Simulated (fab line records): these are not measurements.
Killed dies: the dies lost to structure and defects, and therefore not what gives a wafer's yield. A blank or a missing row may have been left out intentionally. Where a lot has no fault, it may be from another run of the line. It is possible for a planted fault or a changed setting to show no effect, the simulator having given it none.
Chamber matching ; flow nand harc ; rie diel-02 running NHARC_P_M0_DESCUM_14: 4 sister chambers
The step chemistry O2, time 3 s. 7 wafers are shown with their chamber, then 8 later ones without.

== WAFERS, EACH WITH ITS CHAMBER ==
wafer;chamber;showerhead plenum p Torr (Torr);rf vpp V (V)
L111.3;1;2.03;58.3
L116.3;2;1.92;58.7
L116.5;3;1.87;55.6
L118.2;0;1.81;56.1
L118.3;3;1.87;57.8
L118.5;0;1.80;58.5
L121.1;2;1.91;58.8

== WAFERS WHOSE CHAMBER IS MISSING ==
wafer;showerhead plenum p Torr (Torr);rf vpp V (V)
L121.2;1.80;57.7
L121.3;2.02;57.4
L123.3;1.86;58.2
L123.4;2.02;59.0
L123.6;1.91;59.4
L125.1;2.02;58.5
L125.2;1.91;58.9
L125.6;1.80;57.5

== THE CHAMBER EACH PASSED THROUGH ==
wafer;from the rows above;in truth
L121.2;0;0
L121.3;1;1
L123.3;3;3
L123.4;1;1
L123.6;2;2
L125.1;1;1
L125.2;2;2
L125.6;0;0
Placed correctly: 8 of 8. From these rows, 0 cannot be placed. Placed wrongly: 0.
How it was worked out, from the rows above alone: a wafer's distance from a chamber is the root of the sum, over the readings, of the square of ((its reading less the chamber's mean) divided by the reading's scatter). If the next closest chamber is less than 2 further off than the closest, the wafer can't be placed; otherwise it belongs to the closest. A chamber's mean is the mean of its shown wafers. The scatter: the root of (the sum of the squares of (reading less its chamber's mean) over the shown wafers, divided by (wafers less chambers)).
